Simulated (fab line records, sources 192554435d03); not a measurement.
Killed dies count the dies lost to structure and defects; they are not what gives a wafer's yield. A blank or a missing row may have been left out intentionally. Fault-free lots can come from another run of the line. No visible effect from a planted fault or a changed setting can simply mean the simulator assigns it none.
8D (eight disciplines) problem report, filled in by code :: flow n5-finfet :: the parts of the form that need people (team, actions taken, sign-off) are left out

1. WHAT IS WRONG
Wafers without a fault read 1500.0 rpm, standard deviation 0.97; spin-speed-rpm at N5_MOL_CONTACT_COAG_COAT_58 reads a mean of 1449.7 rpm on 9 wafers belonging to 3 lots. Measured from the usual mean, that is -52 standard deviations.
The step: time 60 s, resist thk 10 nm.
First seen on wafer L497.1, day 6 22:14, on litho-track-04. The record has a number at this step for 15 wafers belonging to 5 lots. By rule, "out" or "out of limits" means more than 4 standard deviations away from the usual mean. The rest of the wafers with a number are treated as sound.

2. WHAT IT IS, AND WHAT IT ISN'T
question: which readings at this step
is: spin-speed-rpm
is not: -

question: which lots
is: L497, L498, L499
is not: L494, L500

question: which wafers of those lots
is: all that have a number
is not: -

question: read on which tools
is: litho-track-04
is not: litho-track-02

question: when
is: from day 6 22:14
is not: up to then (3 sound wafers); but 3 sound wafers of L500 came after

3. THE SUSPECTS, EACH WITH WHAT RULES IT OUT
Counting: any tool at a process step up to the reading is kept as a suspect provided that every lot that is out went through it and no sound lot did after the first of them.
- litho-track-04 at N5_MOL_CONTACT_COAG_COAT_58 (time 60 s, resist thk 10 nm): kept. Every lot that is out went through it, starting with L497 (day 6 22:14), and after that it ran no sound lot; the last sound lot it ran before then is L494 (day 6 11:12). Its own spin-speed-rpm readings are out on those wafers.
Left after counting: litho-track-04 at N5_MOL_CONTACT_COAG_COAT_58.

4. THE CAUSE (what the simulator had put in)
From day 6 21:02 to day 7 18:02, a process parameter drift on litho-track-04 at N5_MOL_CONTACT_COAG_COAT_58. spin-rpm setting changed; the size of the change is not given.
Only this tool survived the counting.

5. SEQUENCE OF EFFECTS, ordered by route
Each row: a reading where the mean over the struck wafers with a number is more than 3 standard deviations away from the usual. Scope: only readings with a usual standard deviation given in the record; hours: median across lots of the time from each lot's start at the first step in this table that gives one to its start at this step; sigmas: change in usual standard deviations.
hours: 0
step: N5_MOL_CONTACT_COAG_COAT_58
reading: spin-speed-rpm
usual: 1500.0 rpm
on struck wafers: 1449.7
change: -50.3
sigmas: -52
Its process steps:
- N5_MOL_CONTACT_COAG_COAT_58: time 60 s, resist thk 10 nm.
At these later measuring or inspecting steps, every struck wafer for which the step has a row has a number for every such reading, and none has moved that far: N5_BEOL_M4_RC_MEAS_101.

6. WHAT WOULD HAVE CAUGHT IT SOONER
In this record the first reading out of limits was taken at day 6 22:14, 1 hour after the fault began at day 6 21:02.
